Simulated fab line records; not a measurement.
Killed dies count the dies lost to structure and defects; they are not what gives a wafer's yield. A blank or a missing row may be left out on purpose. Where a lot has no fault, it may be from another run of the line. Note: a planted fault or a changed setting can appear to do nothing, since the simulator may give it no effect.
fab line records | flow n5Finfet
record lots=5 wafers=15 lastDay=19
route steps=1938 shown FIN_SAQP@93 BEOL_M4@1111 PASSIVATION@1936
lots that met no fault: from a run of the same line without faults
startH: hours from the record's first day to the start of the lot's first wafer shown | waitH: hours elapsed since this lot's preceding step | " repeats the value in the row above | L1.1+2: several wafers, shown together as one row | - no value, or no start given | * or withheld: withheld | < > ~ a bound
route shown NAME@n: a module of which the file shows steps, and the number in the route of the first | usual: mean/standard deviation of fault-free wafers | same: alike in all rows | chamber/n: place in a boat | sites: per-site readings | _std_site: standard deviation of those values | _edge_site: the outer-site mean with the inner-site mean subtracted | radiusMm: for every site, how far away it sits from the centre of the wafer | mask NAME#n: copy n | behind: the most recent tool/chamber to have shaped the wafer | hold: the reason the lot was held/the length of the hold in hours/how it ended | device: the transistor (n, p or np) that didn't switch | end of line: the route-end tests of the same wafers | where a step has no rows: the recipe by itself | killed: count of dies lost to structure and defects at first sort (not the wafer's yield) | map: a wafer's dies, marking killed ones x, the rest . and places with no die _
set.NAME: the setting as run; set.NAME@STEP: as run at that earlier step | model.NAME: the simulator's own value behind a step, which no gauge read
certain route steps with their lots: each step a table, each wafer a row
services: the hour from which a tool's chamber was out of use, counted from the record's first day as startH (under 0 if before that day), plus the number of hours and why
## steps
# step N5_FIN_SAQP_SRD_01
# recipe dry=ipaMarangoni timeS=30 tempC=23 rinseLiquid=diw
# step N5_FIN_SAQP_ALD_61
# recipe material=SiO2 targetThkA=40 tempC=300 aldPrecursorFamily=BDEAS aldCoReactant=O2-plasma pulseTimeS=1 purgeTimeS=2 coReactantPurgeTimeS=2 aldCycles=43 pressureTorr=2
# step N5_FIN_SAQP_DENSIFY_62
# recipe tempC=700 timeS=60 ambient=N2 idleTempC=600 rampUpCPerS=150 rampDownCPerS=60 coolToC=600
# step N5_FIN_SAQP_HM_DEP_03
# recipe material=SiNx targetThkA=380 tempC=400 precursor=SiH4/NH3/N2 pressureTorr=1.5 rfW=300 timeS=33.6
# step N5_FIN_SAQP_PECVD_47
# recipe material=a-Si targetThkA=450 tempC=400 precursor=SiH4/He pressureTorr=3 rfW=100 timeS=36.3
# step N5_FIN_SAQP_PECVD_48
# recipe material=SiNx targetThkA=250 tempC=400 precursor=SiH4/NH3/N2 pressureTorr=1.5 rfW=300 timeS=22.1
# step N5_FIN_SAQP_PECVD_06
# recipe material=a-Si targetThkA=600 tempC=400 precursor=SiH4/He pressureTorr=3 rfW=100 timeS=48.1
# step N5_FIN_SAQP_HM_DEP_72
# recipe material=SiO2 targetThkA=120 tempC=400 precursor=SiH4/N2O pressureTorr=0.75 rfW=275 timeS=7.2
# step N5_FIN_SAQP_COAT_49
# recipe resist=SOC tempC=250 timeS=60 spinRpm=1500 resistThkNm=100
# step N5_FIN_SAQP_COAT_50
# recipe resist=SiARC tempC=220 timeS=60 spinRpm=1500 resistThkNm=35
# step N5_FIN_SAQP_COAT_10
# recipe resist=CAR-ArF spinRpm=1500 resistThkNm=90
# usual spinSpeedRpm=1499.8/1.1
# columns lot.wafer tool chamber startH waitH spinSpeedRpm model.CAR-ArF_of_FIN_SAQP_COAT_10.thkNm
L135.2 lithoTrack-03 0 46.00 - 1499.9 89.8
L135.3 " 0 " " 1497.0 90
L135.6 " 0 " " 1500.3 89.97
L144.3 lithoTrack-03 0 100.71 - 2058.0 76.95
L144.4 " 0 " " 2059.9 76.5
L144.6 " 0 " " 2061.0 76.78
L146.1 lithoTrack-03 0 111.71 - 2058.6 76.99
L146.4 " 0 " " 2060.1 76.87
L146.6 " 0 " " 2059.9 76.86
L147.1 lithoTrack-03 0 117.65 - 2059.5 76.88
L147.2 " 0 " " 2059.9 76.87
L147.3 " 0 " " 2057.2 76.77
L153.3 lithoTrack-02 0 154.13 - 1500.1 90.03
L153.5 " 0 " " 1499.7 89.87
L153.6 " 0 " " 1500.6 90.18
# step N5_FIN_SAQP_EBR_12
# recipe solvent=PGMEA ebrWidthMm=1.5
# step N5_FIN_SAQP_SOFTBAKE_11
# recipe tempC=110 timeS=60 resist=CAR-ArF
# step N5_FIN_SAQP_EXPOSE_13
# recipe maskId=FIN_CORE na=1.35 sourceShape=dipole sigmaInner=0.538 sigmaOuter=0.738 polarization=te targetCdNm=35.6 doseMj=63.25
# step N5_FIN_SAQP_PEB_14
# recipe pebTempC=withheld pebTimeS=60 resist=CAR-ArF
# step N5_FIN_SAQP_DEVELOP_15
# recipe developTimeS=30 developer=TMAH resist=CAR-ArF devTempC=23 rinseLiquid=diw dry=airSpin
# step N5_FIN_SAQP_DESCUM_21
# recipe chemistry=O2 timeS=7.9 sourcePowerW=50 biasPowerW=20 pressureMtorr=20 rfFrequencyHz=2.712e+07 tempC=40 resist=CAR-ArF o2FlowSccm=225
# step N5_FIN_SAQP_ETCH_51
# recipe chemistry=CF4 target=SiARC targetDepthA=455 maskMaterial=CAR-ArF timeS=75.8 ionEnergyEv=80 pressureMtorr=40 sourceW=545 biasW=36 Ar_flow_sccm=100 cf4FlowSccm=100 ends=cleared
# usual chamberPressureMTorr=40.01/0.035 drypumpMotorCurrentA=5.6/0.38 etchRfOnTimeS=76.2/1.7 oesProductAu=0.67/0.077 rfFwdPowerW=539.4/2.3 rfVppV=184.4/1.2 showerheadPlenumPTorr=2.18/0.066 throttleValvePct=15.51/0.23
# columns lot.wafer tool chamber startH waitH chamberPressureMTorr drypumpMotorCurrentA etchRfOnTimeS oesProductAu rfFwdPowerW rfHoursCounterH rfVppV showerheadPlenumPTorr throttleValvePct model.CAR-ArF_of_FIN_SAQP_COAT_10.thkNm
L135.2 rieDiel-04 2 46.37 0.0 40.00 6.0 76.0 0.64 538.0 153 184.3 2.14 15.58 50.75
L135.3 " 3 " " 39.98 5.5 77.6 0.60 539.8 218 184.6 2.21 15.59 50.93
L135.6 " 2 " " 39.94 5.9 76.4 0.64 540.8 - 184.6 2.14 15.59 50.88
L144.3 rieDiel-01 3 101.14 0.0 39.96 5.2 73.0 0.79 536.1 19 184.6 2.19 15.31 37.82
L144.4 " 3 " " 40.10 5.2 72.5 0.80 539.5 - 185.2 2.19 15.30 37.43
L144.6 " 2 " " 40.03 6.0 76.3 0.73 542.7 - 185.8 2.25 15.18 37.71
L146.1 rieDiel-04 1 112.20 0.0 40.00 6.2 75.2 0.65 542.0 172 184.4 2.22 15.93 37.69
L146.4 " 1 " " 39.99 6.2 75.4 0.64 543.7 - 185.3 2.22 15.94 37.72
L146.6 " 3 " " 40.02 5.5 78.2 0.58 541.0 - 184.3 2.20 15.65 37.76
L147.1 rieDiel-01 3 118.34 0.0 40.02 5.2 72.7 0.78 538.5 25 183.0 2.19 15.32 37.69
L147.2 " 2 " " 40.02 5.9 75.8 0.72 540.9 40 184.9 2.24 15.18 37.75
L147.3 " 2 " " 39.97 5.9 75.8 0.73 541.5 - 184.4 2.24 15.20 37.74
L153.3 rieDiel-01 2 154.63 0.0 39.94 5.9 77.5 0.71 543.6 53 186.1 2.24 15.21 50.92
L153.5 " 1 " " 39.96 5.3 77.0 0.63 541.0 - 183.8 2.23 15.81 50.68
L153.6 " 0 " " 39.94 5.9 76.4 0.78 540.0 - 183.7 2.28 15.06 51.05
# step N5_FIN_SAQP_ETCH_52
# recipe chemistry=N2/H2 target=SOC targetDepthA=1000 overetchA=200 maskMaterial=SiARC tempC=40 timeS=150 ionEnergyEv=200 pressureMtorr=30 sourceW=840 biasW=150 n2FlowSccm=200 h2FlowSccm=200 ends=endPoint
# step N5_BEOL_M4_RC_MEAS_101
# usual DIBL_N=36.0/1.9 DIBL_P=35.6/2.2 IOFF_N=0.15/0.031 IOFF_P=0.19/0.032 ION_N=668/11 ION_P=455/7.2 SS_N=71.5/0.65 SS_P=73.4/0.64 VT_N=251/3.6 VT_P=-253/3.3
# columns lot.wafer tool chamber startH waitH DIBL_N[mV/V] DIBL_P[mV/V] IOFF_N[nA/um] IOFF_P[nA/um] ION_N[uA/um] ION_P[uA/um] SS_N[mV/dec] SS_P[mV/dec] VT_N[mV] VT_P[mV]
L135.2 prober-01 0 216.05 0.2 37.1 35.6 0.17 0.21 679 466 71.8 73.8 248 -252
L135.3 " 0 " " 35.4 34.6 0.14 0.20 674 474 71.2 73.3 248 -248
L135.6 " 0 " " 39.3 39.2 0.23 0.27 700 469 72.6 74.6 246 -244
L144.3 prober-02 0 304.51 0.3 36.6 37.1 0.17 0.19 672 455 71.6 73.1 247 -253
L144.4 " 0 " " 36.5 37.5 0.16 0.20 669 453 71.7 73.2 250 -252
L144.6 " 0 " " 35.4 35.7 0.14 0.17 660 449 71.6 73.2 256 -255
L146.1 prober-01 0 305.61 0.0 37.3 40.1 0.18 0.23 659 450 72.7 75.0 249 -251
L146.4 " 0 " " 36.8 37.6 0.17 0.18 673 447 71.9 72.8 249 -256
L146.6 " 0 " " 33.6 34.6 0.13 0.15 657 451 71.3 72.6 253 -257
L147.1 prober-01 0 308.32 0.0 34.6 36.4 0.15 0.21 671 463 71.2 73.3 249 -248
L147.2 " 0 " " 34.0 34.4 0.13 0.17 659 450 70.9 72.7 252 -251
L147.3 " 0 " " 35.1 36.5 0.15 0.21 673 464 70.8 73.3 250 -254
L153.3 prober-02 0 334.02 0.3 31.3 31.4 0.09 0.12 643 437 70.9 73.3 258 -261
L153.5 " 0 " " 30.9 31.4 0.09 0.12 644 437 71.8 72.3 260 -263
L153.6 " 0 " " 33.4 34.2 0.12 0.14 659 441 71.5 73.0 257 -262
# step N5_PASSIVATION_PROBE_49
# usual defectLimitedYield=91.3/1.4 killed_at_M0_to_M3=34/10 killed_at_M4_up=14/5.5 killedAtContacts=12/6 killedAtFrontEnd=40/10 killedAtOther=3.0/2.4 killedDies=103/17 killedOpen=68/13 killedShort=34/7.8 sort_bin_5_function=5.1/0.97 sort_bin_6_memory=3.3/0.66 sort_bin_8_speed=0.02/0.12 sortNPass=1077/17 sortYieldPct=91.2/1.4
# same grossDies=1180 killedAtBackSide=0 sort_bin_4_leakage[%]=0
# columns lot.wafer tool chamber startH waitH defectLimitedYield[%] killed_at_M0_to_M3 killed_at_M4_up killedAtContacts killedAtFrontEnd killedAtOther killedDies killedOpen killedShort sort_bin_5_function[%] sort_bin_6_memory[%] sort_bin_8_speed[%] sortNPass sortYieldPct[%]
L146.6 prober-01 - 416.85 0.3 91.3 33 13 8 48 1 103 67 31 5.2 3.0 0 1077 91.3
# killed by level:class
L146.6 STI_FIN_REVEAL:geometricParticle:open=12 BEOL_M3:geometricParticle:open=11 FIN_SAQP:geometricParticle:short=9 BEOL_M4:geometricParticle:open=9 FIN_SAQP:geometricParticle:open=8 MOL_CONTACT_COAG:geometricParticle:open=7 BEOL_M0_SAQP:geometricParticle:short=5 BEOL_M1:geometricParticle:open=5
## services
# columns tool chamber startH hours kind
rieDiel-01 1 88.33 1.7 repair
rieDiel-04 0 98.61 - clean
rieDiel-04 0 98.61 - consumableReplace:focusRing
rieDiel-04 0 98.61 15.3 scheduledDown
rieDiel-04 0 98.61 15.3 ventCycle
rieDiel-01 0 99.46 - clean
rieDiel-01 0 99.46 - consumableReplace:focusRing
rieDiel-01 0 99.46 - consumableReplace:showerhead
rieDiel-01 0 99.46 25.6 scheduledDown
rieDiel-01 0 99.46 25.6 ventCycle
lithoTrack-03 - 101.24 - consumableReplace:filter
rieDiel-01 1 111.49 9.7 repair
rieDiel-04 3 130.10 - clean
rieDiel-04 3 130.10 - consumableReplace:focusRing
rieDiel-04 3 130.10 23.7 scheduledDown
rieDiel-04 3 130.10 23.7 ventCycle
## key
firstSign step=N5_FIN_SAQP_COAT_10 reading=spinSpeedRpm direction=up sigmas=99+ usual=* struck=*
effect none on later readings
modelEffect step=N5_FIN_SAQP_COAT_10 value=CAR-ArF_of_FIN_SAQP_COAT_10.thkNm without=90.04 struck=76.83
modelEffect step=N5_FIN_SAQP_ETCH_51 value=CAR-ArF_of_FIN_SAQP_COAT_10.thkNm without=50.91 struck=37.7
metAt N5_FIN_SAQP_COAT_10
struckWafers L144.3,L144.4,L144.6,L146.1,L146.4,L146.6,L147.1,L147.2,L147.3
onsetBetween 46.00 100.71
fault kind=processParameterDrift tool=lithoTrack-03 chamber=- onsetH=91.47 steps=N5_FIN_SAQP_COAT_10 channel=spinRpm offset=* shape=step endH=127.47 actsIn=* stated=*
